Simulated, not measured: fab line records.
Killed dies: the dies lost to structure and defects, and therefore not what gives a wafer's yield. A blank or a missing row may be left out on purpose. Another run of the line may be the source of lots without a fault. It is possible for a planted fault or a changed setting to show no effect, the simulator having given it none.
Chamber matching    flow nand-harc    NHARC_A_BLC_STRIP_29 on rie-diel-06: 4 sister chambers
The step strips in CF4. 8 wafers are shown with their chamber, then 11 later ones without.

## WAFERS PAIRED WITH THEIR CHAMBERS
wafer   chamber  drypump-motor-current-A (A)  oes-product-au (a.u.)
L088.5  2        5.5                          1.010
L086.5  3        6.4                          1.005
L086.2  2        5.5                          1.000
L086.6  0        6.6                          1.000
L090.1  0        6.6                          0.985
L090.2  3        6.4                          0.989
L090.4  1        6.3                          1.010
L089.1  1        6.4                          1.009

## WAFERS WHOSE CHAMBER IS MISSING
wafer   drypump-motor-current-A (A)  oes-product-au (a.u.)
L089.2  6.4                          1.005
L089.5  6.3                          1.007
L093.1  6.4                          0.992
L093.2  5.5                          0.997
L093.4  6.3                          0.992
L093.3  6.6                          0.992
L093.5  6.4                          1.001
L093.6  5.5                          0.998
L096.1  5.5                          0.992
L096.2  6.6                          0.990
L096.4  6.3                          0.997

## CHAMBER TAKEN BY EACH
wafer   from the rows above      in truth
L089.2  can't be placed: 3 or 1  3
L089.5  can't be placed: 1 or 3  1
L093.1  can't be placed: 3 or 1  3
L093.2  2                        2
L093.4  can't be placed: 1 or 3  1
L093.3  0                        0
L093.5  can't be placed: 3 or 1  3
L093.6  2                        2
L096.1  2                        2
L096.2  0                        0
L096.4  can't be placed: 1 or 3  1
5 of 11 placed correctly. Can't be placed from these rows: 6 (the true chamber is among the candidates in 6). Wrongly placed: 0.
How it was worked out, from the rows above alone: a wafer's distance from a chamber is the root of the sum, over the readings, of the square of ((its reading less the chamber's mean) divided by the reading's scatter). The wafer belongs to the nearest chamber; if the next one is less than 2 further off, it can't be placed. The mean given for a chamber averages the wafers shown for that chamber. The scatter is the square root of a quotient: the sum, over the shown wafers, of each reading's squared deviation from its chamber's mean, divided by wafers minus chambers.
